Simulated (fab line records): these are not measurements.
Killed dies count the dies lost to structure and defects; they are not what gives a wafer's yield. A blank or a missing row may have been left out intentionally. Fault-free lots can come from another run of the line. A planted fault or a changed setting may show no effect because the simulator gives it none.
fab line records | flow n5-finfet
record lots=6 wafers=18 last-day=17
route steps=1938 shown BEOL_M4@1082 BEOL_M5@1112 PASSIVATION@1936
lots untouched by any fault: they come from a run of this same line in which no faults occurred
start-h: hours from the record's first day to the start of the lot's first wafer shown | wait-h: hours from the lot's prior step to this one | " unchanged from the row above | L1.1+2: a row that stands for several wafers | - no value present, or no start provided | * or withheld: withheld | < > ~ a bound
route shown NAME@n: NAME is a module with steps in the file, n the number in the route of the first one | usual: the fault-free wafers' mean and standard deviation | same: alike in all rows | chamber/n: place in a boat | sites: per-site readings | _std_site: the standard deviation of these | _edge_site: mean of outer sites minus mean of inner sites | radius-mm: for every site, how far away it sits from the centre of the wafer | mask NAME#n: copy n | behind: tool/chamber where the wafer was last shaped | hold: cause of the lot's hold/its duration in hours/its outcome | device: the n, p or np transistor that did not switch | end of line: the same wafers' tests at the end of the route | a step given without rows: its recipe and nothing more | killed: not the wafer's yield, but the dies lost to structure and defects at the first sort | map: a wafer's dies, marking killed ones x, the rest . and places with no die _
set.NAME: setting as actually run; set.NAME@STEP: the setting as run at that earlier step | model.NAME: the simulator's own value behind a step, which no gauge read
lots seen at some steps along the route; tables by step, rows by wafer
services: when a tool's chamber went out of use (start-h, in hours from the record's first day, below 0 if earlier), for how many hours, and the reason
## steps
# step N5_BEOL_M4_SURFACE_TREAT_85
# recipe gas=Ar time-s=* ion-energy-ev=* ion-current-ma-cm2=0.5 pressure-mtorr=* ar-flow-sccm=30
# step N5_BEOL_M4_CVD_47
# recipe material=Co target-thk-a=30 temp-c=withheld precursor=CCTBA/H2 pressure-torr=30 time-s=223.8
# step N5_BEOL_M4_SPUTTER_48
# recipe material=Cu target-thk-a=45 temp-c=-20 chamber-pressure-pa=0.07 power-w=withheld time-s=8.29
# step N5_BEOL_M4_ANNEAL_49
# recipe temp-c=400 time-s=240 ambient=vacuum
# step N5_BEOL_M4_SPUTTER_79
# recipe material=Cu target-thk-a=45 temp-c=-20 chamber-pressure-pa=0.07 power-w=withheld time-s=8.29
# step N5_BEOL_M4_ANNEAL_80
# recipe temp-c=400 time-s=240 ambient=vacuum
# usual heater-power-w=811/70
# columns lot.wafer tool chamber start-h wait-h heater-power-w
L898.1 pvd-sputter-01 - 227.20 0.0 929
L898.4 " - " " 787
L898.5 " - " " 765
L900.3 pvd-sputter-01 - 232.60 0.0 914
L900.4 " - " " 814
L900.6 " - " " 952
L901.2 pvd-sputter-03 - 240.41 0.0 816
L901.3 " - " " 814
L901.5 " - " " 724
L902.2 pvd-sputter-02 - 249.75 0.0 829
L902.4 " - " " 721
L902.5 " - " " 846
L909.1 pvd-sputter-02 - 300.13 0.0 780
L909.2 " - " " 841
L909.6 " - " " 706
L911.3 pvd-sputter-02 - 301.97 0.0 814
L911.4 " - " " 759
L911.5 " - " " 718
# step N5_BEOL_M4_SPUTTER_81
# recipe material=Cu target-thk-a=45 temp-c=-20 chamber-pressure-pa=0.07 power-w=withheld time-s=8.29
# step N5_BEOL_M4_ANNEAL_82
# recipe temp-c=400 time-s=240 ambient=vacuum
# usual heater-power-w=814/74
# columns lot.wafer tool chamber start-h wait-h heater-power-w
L898.1 pvd-sputter-01 - 227.42 0.0 945
L898.4 " - " " 810
L898.5 " - " " 746
L900.3 pvd-sputter-01 - 232.82 0.0 914
L900.4 " - " " 796
L900.6 " - " " 960
L901.2 pvd-sputter-03 - 240.63 0.0 800
L901.3 " - " " 793
L901.5 " - " " 724
L902.2 pvd-sputter-02 - 249.97 0.0 828
L902.4 " - " " 716
L902.5 " - " " 832
L909.1 pvd-sputter-02 - 300.35 0.0 793
L909.2 " - " " 871
L909.6 " - " " 686
L911.3 pvd-sputter-02 - 302.19 0.0 811
L911.4 " - " " 776
L911.5 " - " " 719
# step N5_BEOL_M4_SPUTTER_86
# recipe material=Cu target-thk-a=45 temp-c=-20 chamber-pressure-pa=0.07 power-w=withheld time-s=8.29
# step N5_BEOL_M4_ANNEAL_87
# recipe temp-c=400 time-s=240 ambient=vacuum
# step N5_BEOL_M4_SPUTTER_88
# recipe material=Cu target-thk-a=45 temp-c=-20 chamber-pressure-pa=0.07 power-w=withheld time-s=8.29
# usual throttle-valve-pct=30.2/0.97
# columns lot.wafer tool chamber start-h wait-h throttle-valve-pct
L898.1 pvd-sputter-01 - 227.78 0.1 31.7
L898.4 " - " " 29.3
L898.5 " - " " 31.1
L900.3 pvd-sputter-01 - 233.18 0.1 29.0
L900.4 " - " " 29.3
L900.6 " - " " 31.4
L901.2 pvd-sputter-03 - 240.99 0.1 29.7
L901.3 " - " " 28.4
L901.5 " - " " 30.0
L902.2 pvd-sputter-02 - 250.33 0.1 31.4
L902.4 " - " " 30.3
L902.5 " - " " 31.6
L909.1 pvd-sputter-02 - 300.71 0.1 31.0
L909.2 " - " " 29.7
L909.6 " - " " 30.8
L911.3 pvd-sputter-02 - 302.55 0.1 31.5
L911.4 " - " " 31.0
L911.5 " - " " 30.5
# step N5_BEOL_M4_ANNEAL_89
# recipe temp-c=400 time-s=240 ambient=vacuum
# step N5_BEOL_M4_SPUTTER_90
# recipe material=Cu target-thk-a=45 temp-c=-20 chamber-pressure-pa=0.07 power-w=withheld time-s=8.29
# usual throttle-valve-pct=30.2/0.98
# columns lot.wafer tool chamber start-h wait-h throttle-valve-pct
L898.1 pvd-sputter-01 - 228.00 0.1 31.5
L898.4 " - " " 29.3
L898.5 " - " " 30.8
L900.3 pvd-sputter-01 - 233.40 0.1 28.8
L900.4 " - " " 29.2
L900.6 " - " " 31.3
L901.2 pvd-sputter-03 - 241.21 0.1 29.9
L901.3 " - " " 28.5
L901.5 " - " " 30.2
L902.2 pvd-sputter-02 - 250.55 0.1 31.6
L902.4 " - " " 30.5
L902.5 " - " " 31.4
L909.1 pvd-sputter-02 - 300.93 0.1 31.2
L909.2 " - " " 29.6
L909.6 " - " " 30.5
L911.3 pvd-sputter-02 - 302.77 0.1 31.4
L911.4 " - " " 30.8
L911.5 " - " " 30.4
# step N5_BEOL_M4_ANNEAL_91
# recipe temp-c=400 time-s=240 ambient=vacuum
# step N5_BEOL_M4_SPUTTER_92
# recipe material=Cu target-thk-a=45 temp-c=-20 chamber-pressure-pa=0.07 power-w=withheld time-s=8.29
# step N5_BEOL_M4_ANNEAL_93
# recipe temp-c=400 time-s=240 ambient=vacuum
# usual heater-power-w=815/74
# columns lot.wafer tool chamber start-h wait-h heater-power-w
L898.1 pvd-sputter-01 - 228.30 0.0 988
L898.4 " - " " 800
L898.5 " - " " 772
L900.3 pvd-sputter-01 - 233.70 0.0 889
L900.4 " - " " 771
L900.6 " - " " 942
L901.2 pvd-sputter-03 - 241.51 0.0 836
L901.3 " - " " 806
L901.5 " - " " 707
L902.2 pvd-sputter-02 - 250.85 0.0 834
L902.4 " - " " 717
L902.5 " - " " 827
L909.1 pvd-sputter-02 - 301.23 0.0 778
L909.2 " - " " 865
L909.6 " - " " 715
L911.3 pvd-sputter-02 - 303.07 0.0 816
L911.4 " - " " 781
L911.5 " - " " 690
# step N5_BEOL_M4_SPUTTER_94
# recipe material=Cu target-thk-a=45 temp-c=-20 chamber-pressure-pa=0.07 power-w=withheld time-s=8.29
# step N5_BEOL_M4_ANNEAL_95
# recipe temp-c=400 time-s=240 ambient=vacuum
# step N5_BEOL_M4_SPUTTER_96
# recipe material=Cu target-thk-a=45 temp-c=-20 chamber-pressure-pa=0.07 power-w=withheld time-s=8.29
# step N5_BEOL_M4_ECD_50
# recipe material=Cu target-thk-a=3000
# step N5_BEOL_M4_ANNEAL_51
# recipe temp-c=225 time-s=90 ambient=N2
# step N5_BEOL_M4_CMP_52
# recipe stop-on=SiOC t-overpolish-s=6.8 down-force-psi=1 platen-rpm=50 clearing-platen-down-force-psi=1.5 clearing-platen-rpm=50 post-cmp-clean=cu-alkaline target-thk-nm=40 clearing-platen-pad-velocity-m-s=0.99484 pad-velocity-m-s=0.99484
# usual barrier-field-endpoint-s=24.9/0.91 motor-current-A=6.2/0.37 overpolish-run-s=6.800/0.0086 time-to-endpoint-s=64/4.8
# columns lot.wafer tool chamber start-h wait-h barrier-field-endpoint-s motor-current-A overpolish-run-s time-to-endpoint-s
L898.4 cmp-02 0 229.15 0.1 25.0 6.0 6.805 60
L898.1 " 3 " " 23.9 6.2 6.801 58
L898.5 " 1 " " 26.1 6.8 6.796 64
L900.4 cmp-02 2 234.81 0.1 25.6 6.0 6.788 66
L900.3 " 1 " " 25.5 6.8 6.818 69
L900.6 " 2 " " 25.3 5.7 6.794 63
L901.3 cmp-04 0 242.37 0.2 25.0 6.0 6.801 64
L901.2 " 1 " " 26.0 6.3 6.808 69
L901.5 " 0 " " 25.5 6.2 6.790 64
L902.2 cmp-01 0 254.39 0.2 23.9 6.2 6.807 55
L902.4 " 1 " " 24.9 6.9 6.801 65
L902.5 " 3 " " 25.3 5.8 6.784 65
L909.1 cmp-04 3 302.09 0.3 24.5 5.9 6.803 64
L909.2 " 0 " " 25.8 6.1 6.795 62
L909.6 " 0 " " 24.9 5.8 6.810 62
L911.4 cmp-02 1 303.93 0.1 25.3 6.6 6.807 67
L911.3 " 0 " " 24.6 6.6 6.799 58
L911.5 " 1 " " 25.8 6.5 6.799 67
# step N5_BEOL_M4_PRE_CLEAN_60
# recipe gas=NH3/H2 time-s=15 temp-c=* rf-power-w=300
# step N5_BEOL_M4_CO_CAP_55
# recipe material=Co target-thk-a=20 temp-c=200 precursor=CCTBA/H2 pressure-torr=30 time-s=102.1
# step N5_BEOL_M4_PRE_CLEAN_56
# recipe gas=NH3 time-s=15 temp-c=withheld rf-power-w=300
# step N5_BEOL_M4_DEP_57
# recipe material=SiCN target-thk-a=80 temp-c=withheld precursor=3MS/NH3 pressure-torr=3 rf-w=202 time-s=14
# step N5_BEOL_M4_RS_MEAS_58
# recipe thk-meas-gauge=four-point-probe reads=Co_of_BEOL_M4_CO_CAP_55+Cu_of_BEOL_M4_ECD_50+Co_of_BEOL_M4_CVD_47+TaN_of_BEOL_M4_ALD_84
# usual M4_RS=0.67/0.045
# columns lot.wafer tool chamber start-h wait-h M4_RS[ohm/sq]
L898.1 film-metro-01 - 229.71 0.0 0.65
L898.4 " - " " 0.74
L898.5 " - " " 0.64
L900.3 film-metro-01 - 235.36 0.1 0.65
L900.4 " - " " 0.64
L900.6 " - " " 0.68
L901.2 film-metro-01 - 242.92 0.1 0.57
L901.3 " - " " 0.66
L901.5 " - " " 0.65
L902.2 film-metro-01 - 254.91 0.1 0.73
L902.4 " - " " 0.64
L902.5 " - " " 0.66
L909.1 film-metro-01 - 302.64 0.0 0.67
L909.2 " - " " 0.68
L909.6 " - " " 0.63
L911.3 film-metro-01 - 304.48 0.1 0.69
L911.4 " - " " 0.66
L911.5 " - " " 0.70
# step N5_BEOL_M4_RC_MEAS_101
# usual DIBL_N=36.8/2.2 DIBL_P=37.1/2.8 IOFF_N=0.17/0.04 IOFF_P=0.22/0.049 ION_N=672/16 ION_P=460/9.2 SS_N=71.6/0.69 SS_P=73.5/0.78 VT_N=249/3.6 VT_P=-250/3.9
# columns lot.wafer tool chamber start-h wait-h DIBL_N[mV/V] DIBL_P[mV/V] IOFF_N[nA/um] IOFF_P[nA/um] ION_N[uA/um] ION_P[uA/um] SS_N[mV/dec] SS_P[mV/dec] VT_N[mV] VT_P[mV]
L898.1 prober-01 0 229.76 0.0 38.4 39.5 0.21 0.24 675 452 71.4 74.3 245 -251
L898.4 " 0 " " 35.8 36.9 0.15 0.20 668 457 70.9 73.4 251 -252
L898.5 " 0 " " 34.9 35.5 0.14 0.19 663 456 71.5 72.9 251 -254
L900.3 prober-02 0 235.72 0.3 38.3 39.0 0.21 0.25 701 472 72.8 73.5 246 -247
L900.4 " 0 " " 35.1 34.1 0.13 0.17 660 452 70.9 72.4 252 -254
L900.6 " 0 " " 36.6 37.5 0.19 0.21 703 470 71.9 73.9 247 -253
L901.2 prober-02 0 243.13 0.2 37.8 37.5 0.17 0.25 672 468 71.8 73.9 251 -245
L901.3 " 0 " " 38.4 37.4 0.19 0.26 664 459 72.2 73.3 249 -245
L901.5 " 0 " " 39.6 39.7 0.21 0.31 671 466 72.1 74.4 250 -244
L902.2 prober-01 0 255.12 0.2 38.6 37.8 0.19 0.27 677 471 72.1 73.8 246 -244
L902.4 " 0 " " 39.4 39.5 0.21 0.32 670 469 72.6 74.0 246 -242
L902.5 " 0 " " 36.4 35.4 0.16 0.24 661 464 71.8 72.6 248 -246
L909.1 prober-01 0 302.69 0.0 39.9 43.4 0.26 0.36 679 474 72.2 74.3 244 -244
L909.2 " 0 " " 36.6 37.8 0.17 0.23 668 455 71.3 72.7 254 -249
L909.6 " 0 " " 39.1 41.6 0.23 0.30 701 475 71.8 74.6 245 -245
L911.3 prober-01 0 304.84 0.3 39.7 39.9 0.25 0.32 691 462 73.0 73.6 243 -242
L911.4 " 0 " " 38.9 40.4 0.23 0.34 683 474 72.8 74.3 245 -242
L911.5 " 0 " " 38.4 39.0 0.21 0.29 677 463 71.9 73.4 246 -244
# step N5_BEOL_M5_ILD_DEP_00
# recipe material=SiCOH_lowk target-thk-a=1406.4 temp-c=300 precursor=DEMS/porogen pressure-torr=5 rf-w=500 time-s=25.9
# step N5_BEOL_M5_CURE_79
# recipe temp-c=385 time-s=240 ambient=He/Ar material=SiCOH_lowk
# step N5_BEOL_M5_THK_MEAS_01
# recipe reads=SiCOH_lowk_of_BEOL_M5_ILD_DEP_00
# usual M5_ILD_THK=121.0/1.8
# columns lot.wafer tool chamber start-h wait-h M5_ILD_THK[nm]
L898.1 film-metro-01 - 231.32 0.4 123.1
L898.4 " - " " 123.2
L898.5 " - " " 124.6
L900.3 film-metro-01 - 236.95 0.3 121.0
L900.4 " - " " 122.1
L900.6 " - " " 121.5
L901.2 film-metro-01 - 244.51 0.4 122.2
L901.3 " - " " 119.4
L901.5 " - " " 125.2
L902.2 film-metro-01 - 256.51 0.4 121.0
L902.4 " - " " 123.6
L902.5 " - " " 122.3
L909.1 film-metro-01 - 304.24 0.4 119.2
L909.2 " - " " 118.4
L909.6 " - " " 121.1
L911.3 film-metro-01 - 306.11 0.3 119.1
L911.4 " - " " 123.6
L911.5 " - " " 120.6
# step N5_BEOL_M5_PECVD_70
# recipe material=SiO2 target-thk-a=160 temp-c=400 precursor=TEOS/O2 pressure-torr=5.5 rf-w=450 teos-flow-sccm=53.8 gas=O2 flow-sccm=3000 time-s=18
# step N5_BEOL_M5_HM_DEP_02
# recipe material=TiN target-thk-a=200 temp-c=25 chamber-pressure-pa=0.49996
# step N5_BEOL_M5_COAT_59
# recipe resist=SOC temp-c=250 time-s=60 spin-rpm=1500 resist-thk-nm=60
# step N5_BEOL_M5_COAT_60
# recipe resist=SiARC temp-c=220 time-s=60 spin-rpm=1500 resist-thk-nm=12
# step N5_BEOL_M5_COAT_71
# recipe resist=underlayer temp-c=205 time-s=60 spin-rpm=1500 resist-thk-nm=5
# step N5_BEOL_M5_COAT_05
# recipe resist=CAR-EUV spin-rpm=1500 resist-thk-nm=30
# step N5_BEOL_M5_EBR_07
# recipe solvent=PGMEA ebr-width-mm=1.5
# step N5_BEOL_M5_SOFTBAKE_06
# recipe temp-c=110 time-s=60 resist=CAR-EUV
# step N5_BEOL_M5_EXPOSE_08
# recipe mask-id=M5 na=0.33 source-shape=annular sigma-inner=0.4 sigma-outer=0.8 polarization=unpolarized target-cd-nm=28 dose-mj=35.75
# step N5_PASSIVATION_PROBE_49
# usual defect-limited-yield=91.1/1.5 killed_at_M0_to_M3=35/11 killed_at_M4_up=13/5.7 killed-at-contacts=12/5.7 killed-at-front-end=40/11 killed-at-other=4/4.4 killed-dies=105/18 killed-open=68/14 killed-short=34/7.4 sort_bin_4_leakage=0.00/0.011 sort_bin_5_function=5.2/1 sort_bin_6_memory=3.3/0.67 sort-n-pass=1074/18 sort-yield-pct=91.0/1.5
# same gross-dies=1180 killed-at-back-side=0 sort_bin_8_speed[%]=0
# columns lot.wafer tool chamber start-h wait-h defect-limited-yield[%] killed_at_M0_to_M3 killed_at_M4_up killed-at-contacts killed-at-front-end killed-at-other killed-dies killed-open killed-short sort_bin_4_leakage[%] sort_bin_5_function[%] sort_bin_6_memory[%] sort-n-pass sort-yield-pct[%]
L898.1 prober-01 - 320.51 0.0 91.4 26 6 9 59 1 101 54 44 0 5.8 2.4 1079 91.4
L898.4 prober-01 - 320.66 0.2 91.8 37 8 10 42 0 97 65 31 0 4.2 3.4 1083 91.8
L898.5 prober-01 - 320.71 0.2 89.5 59 11 12 41 1 124 85 39 0 6.8 3.7 1056 89.5
L900.3 prober-01 - 327.58 0.1 92.7 35 7 8 34 2 86 61 25 0 4.0 3.1 1094 92.7
L900.4 prober-01 - 327.63 0.2 92.6 34 4 6 42 1 87 51 33 0 3.9 3.1 1093 92.6
L900.6 prober-01 - 327.73 0.3 92.6 27 21 13 23 3 87 61 23 0 3.8 3.4 1093 92.6
L901.2 prober-02 - 345.91 0.4 91.3 25 10 11 56 1 103 67 33 0 4.7 3.7 1077 91.3
L901.3 prober-02 - 345.96 0.4 91.6 32 19 4 39 5 99 75 24 0 4.6 3.6 1081 91.6
L901.5 prober-02 - 346.06 0.5 91.4 40 21 14 23 4 102 63 34 0 4.2 3.6 1078 91.4
L909.1 prober-02 - 401.31 0.0 73.1 33 135 12 28 110 318 50 42 0 20.6 4.2 862 73.1
L909.2 prober-02 - 401.36 0.1 78.2 26 123 15 28 65 257 51 30 0 16.4 3.2 923 78.2
L909.6 prober-02 - 401.56 0.3 77.4 46 144 25 30 22 267 85 35 0 14.1 5.9 913 77.4
L911.3 prober-02 - 405.46 0.1 85.9 31 82 17 33 3 166 55 28 0.08 8.4 3.5 1013 85.8
L911.4 prober-02 - 405.51 0.2 82.6 22 143 7 29 4 205 59 21 0 10.4 4.7 975 82.6
L911.5 prober-02 - 405.56 0.2 83.1 21 136 9 26 8 200 43 22 0 10.4 3.4 980 83.1
# killed by level:class
L898.1 STI_FIN_REVEAL:geometric-particle:open=19 BEOL_M0_SAQP:geometric-particle:open=8 STARTING-WAFER:geometric-particle:short=7 FIN_SAQP:geometric-particle:open=6 STI_FIN_REVEAL:geometric-particle:short=6 BEOL_M0_SAQP:geometric-particle:short=6 FIN_SAQP:geometric-particle:short=5 BEOL_M2:geometric-particle:open=5
L898.4 STI_FIN_REVEAL:geometric-particle:open=16 BEOL_M0_SAQP:geometric-particle:open=11 FIN_SAQP:geometric-particle:open=9 BEOL_M0_SAQP:geometric-particle:short=8 MOL_CONTACT_COAG:geometric-particle:open=8 BEOL_M1:geometric-particle:open=5 FIN_SAQP:geometric-particle:short=4 STI_FIN_REVEAL:geometric-particle:short=3
L898.5 STI_FIN_REVEAL:geometric-particle:open=19 BEOL_M0_SAQP:geometric-particle:short=19 BEOL_M2:geometric-particle:open=17 BEOL_M0_SAQP:geometric-particle:open=12 MOL_CONTACT_COAG:geometric-particle:open=10 DUMMY_GATE:geometric-particle:open=7 BEOL_M5:geometric-particle:open=5 BEOL_M4:geometric-particle:open=4
L900.3 FIN_SAQP:geometric-particle:open=9 BEOL_M0_SAQP:geometric-particle:open=9 BEOL_M0_SAQP:geometric-particle:short=7 STI_FIN_REVEAL:geometric-particle:open=6 MOL_CONTACT_COAG:geometric-particle:open=6 BEOL_M2:geometric-particle:open=6 BEOL_M1:geometric-particle:open=5 FIN_SAQP:geometric-particle:short=4
L900.4 FIN_SAQP:geometric-particle:open=12 BEOL_M1:geometric-particle:open=11 BEOL_M0_SAQP:geometric-particle:short=8 BEOL_M0_SAQP:geometric-particle:open=6 GATE_CUT:geometric-particle:short=5 FIN_SAQP:geometric-particle:short=4 MOL_CONTACT_COAG:geometric-particle:open=4 STI_FIN_REVEAL:geometric-particle:open=3
L900.6 BEOL_M0_SAQP:geometric-particle:open=12 BEOL_M4:geometric-particle:open=12 MOL_CONTACT_COAG:geometric-particle:open=9 FIN_SAQP:geometric-particle:open=6 BEOL_M0_SAQP:geometric-particle:short=5 MOL_CONTACT_COAG:geometric-particle:short=4 BEOL_M1:geometric-particle:open=4 STARTING-WAFER:geometric-particle:short=3
L901.2 STI_FIN_REVEAL:geometric-particle:open=25 MOL_CONTACT_COAG:geometric-particle:open=8 BEOL_M0_SAQP:geometric-particle:open=8 BEOL_M0_SAQP:geometric-particle:short=7 GATE_CUT:geometric-particle:short=5 FIN_SAQP:geometric-particle:short=4 FIN_SAQP:geometric-particle:open=4 BEOL_M2:geometric-particle:open=4
L901.3 STI_FIN_REVEAL:geometric-particle:open=16 BEOL_M4:geometric-particle:open=11 BEOL_M0_SAQP:geometric-particle:open=10 BEOL_M3:geometric-particle:open=9 FIN_SAQP:geometric-particle:open=6 GATE_CUT:geometric-particle:short=4 BEOL_M2:geometric-particle:open=4 MOL_CONTACT_COAG:geometric-particle:open=3
L901.5 BEOL_M0_SAQP:geometric-particle:short=15 MOL_CONTACT_COAG:geometric-particle:open=12 BEOL_M0_SAQP:geometric-particle:open=10 BEOL_M3:geometric-particle:open=7 BEOL_M5:geometric-particle:open=6 FIN_SAQP:geometric-particle:open=5 DUMMY_GATE:geometric-particle:open=5 BEOL_M4:geometric-particle:open=5
L909.1 BEOL_M4:unspecified=119 PASSIVATION:area-etch=106 DUMMY_GATE:geometric-particle:open=8 MOL_CONTACT_COAG:geometric-particle:open=8 GATE_CUT:geometric-particle:short=7 BEOL_M3:geometric-particle:open=7 BEOL_M0_SAQP:geometric-particle:short=6 ILD0:geometric-particle:short=5
L909.2 BEOL_M4:unspecified=116 PASSIVATION:area-etch=58 MOL_CONTACT_COAG:geometric-particle:open=12 FIN_SAQP:geometric-particle:open=11 BEOL_M0_SAQP:geometric-particle:open=9 BEOL_M0_SAQP:geometric-particle:short=7 STI_FIN_REVEAL:geometric-particle:open=5 BEOL_M3:geometric-particle:short=4
L909.6 BEOL_M4:unspecified=133 MOL_CONTACT_COAG:geometric-particle:open=20 PASSIVATION:area-etch=14 BEOL_M0_SAQP:geometric-particle:short=10 BEOL_M0_SAQP:geometric-particle:open=10 BEOL_M3:geometric-particle:open=8 GATE_CUT:geometric-particle:short=6 BEOL_M1:geometric-particle:open=6
L911.3 BEOL_M4:unspecified=74 BEOL_M3:geometric-particle:open=15 MOL_CONTACT_COAG:geometric-particle:open=14 FIN_CUT:area-etch=6 FIN_SAQP:geometric-particle:short=5 BEOL_M2:geometric-particle:open=5 DUMMY_GATE:geometric-particle:open=3 MOL_CONTACT_COAG:geometric-particle:short=3
L911.4 BEOL_M4:unspecified=125 STARTING-WAFER:geometric-particle:open=7 MOL_CONTACT_COAG:geometric-particle:open=6 BEOL_M0:geometric-particle:open=6 FIN_SAQP:geometric-particle:open=5 BEOL_M2:geometric-particle:open=5 STI_FIN_REVEAL:geometric-particle:open=4 BEOL_M4:geometric-particle:open=4
L911.5 BEOL_M4:unspecified=130 BEOL_M3:geometric-particle:open=9 STI_FIN_REVEAL:geometric-particle:open=6 MIM_TOP_ETCH:geometric-particle:short=5 MOL_CONTACT_COAG:geometric-particle:open=4 MOL_CONTACT_COAG:geometric-particle:short=4 BEOL_M2:geometric-particle:open=4 HKMG_FIN:area-etch=4
# map L909.1 (x killed, . not)
_________________x.xxx.x..xx.________________
______________..xxxxx..........._____________
___________.xxx........x......x....__________
__________x..........x...x.........._________
________xx.x.x......x.....xx.........._______
_______xx............x.....x..x........______
______..xx...............x.x.....x......_____
_____xxx..x......x..........x..x.........____
____xxxxxxxxx.x...........................___
___xxxxxxxxxx.x....x..x....x...............__
___xxxxxxxxxxx...x...........xx.........x.x__
__.xxxxxxxxxxxx........x...............x...._
__xxxxxxxxxxxxx..x.........x.........xxx...._
_xxxxxxxxxxxxx......x......................x.
_.xxxxxxxxxxxxxxx.........................x.x
_.xxxxxxxxxxxxx..xx..........x...............
_x..xxxxxxxxxxx...........................xxx
_.x.xxxxxx..xxx......x.................xx.x..
_..x...xx.xx...........x...........xxx.xx.xxx
_.....x..x....x..................x.x.......xx
_................x....................xx.x..x
__........x.x...x.x.................x......._
__................................x.x..x...._
___...................x....................__
___x.........x...xx................x.....x.__
____.........................x.....xx.x...___
_____.......x.................x.xx.xx..x.____
______...x....x........x..xxx...x...xx.x_____
_______..x..x...x..x.xx..x..x.xx......x______
________x....x..x.....xx.xxx.xx.x....x_______
__________..x.x.x.x...xxxxxxxx.....x_________
___________x...xx.xxx.xxxx...x..x.x__________
______________x..xx.xx.x.x.xx.xx_____________
_________________.......xx.x.________________
# map L911.4 (x killed, . not)
_________________....x.......________________
______________..xx.........x.x.._____________
___________....x.............x.....__________
__________............x.x......x...._________
________...x....x.....x.x.........x..._______
_______.x.........................x....______
______.....xx.........................x._____
_____..x.x.................x....x...x....____
____xxxxxxxxx.....x................x.x....___
___xxxxxxxxxx....................x.........__
___.xxxxxxxxxxx.x...........x............x.__
__xxxxxxxxxxxxx.....x...x.......x..........._
__xxxxxxxxxxxxxx........x........x.x........_
_xxxxxxxxxxxxxx..x...........................
_x.xxxxxxxxxxx..x...x.......x................
_xxxxxxxxxxxxxx.........x.........x....x..x..
_xx.xxxxxxx.xx.......x.......................
_xxx.xxx.xx............x.....................
_......x.xx...............x.....x............
_...x..xx...................x..x.............
_..x......x.............................x.x..
__....x.....x..........x...................._
__...........x...........x.......x....x....._
___..................x........x..........x.__
___..............x.x.....................x.__
____...x..........x.......................___
_____..........................x....x....____
______.....x...x........................_____
_______......x.....x......x............______
________..x..............x...........x_______
__________.........................._________
___________........................__________
______________........x..x......_____________
_________________............________________
## services
# columns tool chamber start-h hours kind
cmp-04 - 205.68 3.3 repair
cmp-01 - 229.82 3.5 repair
cmp-02 - 230.18 2.6 repair
cmp-04 - 231.46 1.4 repair
cmp-01 - 255.89 0.7 repair
cmp-02 - 277.69 4.0 pm
cmp-02 - 281.69 - consumable-replace:conditioner
cmp-02 - 281.69 - consumable-replace:pad
cmp-02 - 286.86 1.4 repair
cmp-04 - 293.85 7.3 pm
cmp-01 - 300.42 4.0 pm
## key
first-sign step=N5_PASSIVATION_PROBE_49 reading=killed_at_M4_up direction=up sigmas=20 usual=13 struck=127
effect step=N5_PASSIVATION_PROBE_49 reading=defect-limited-yield direction=down sigmas=7.4 usual=91.1 struck=80.0
more-kills-born-at N5_BEOL_M4_SPUTTER_90@pvd-sputter-02=697
met-at N5_BEOL_M4_SPUTTER_90
struck-wafers L909.1,L909.2,L909.6,L911.3,L911.4,L911.5
baseline-loss step=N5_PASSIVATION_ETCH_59 wafers=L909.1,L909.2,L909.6
onset-between 250.55 300.93
also-fits time
fault kind=chamber-particle-source tool=pvd-sputter-02 chamber=- onset-h=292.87 steps=N5_BEOL_M4_SPUTTER_90 rate-per-visit-cm2=0.88902
# baseline-loss: these wafers lose ten dies or more at that step, a loss of the line's own and not of a fault; the sort's usual values leave them out
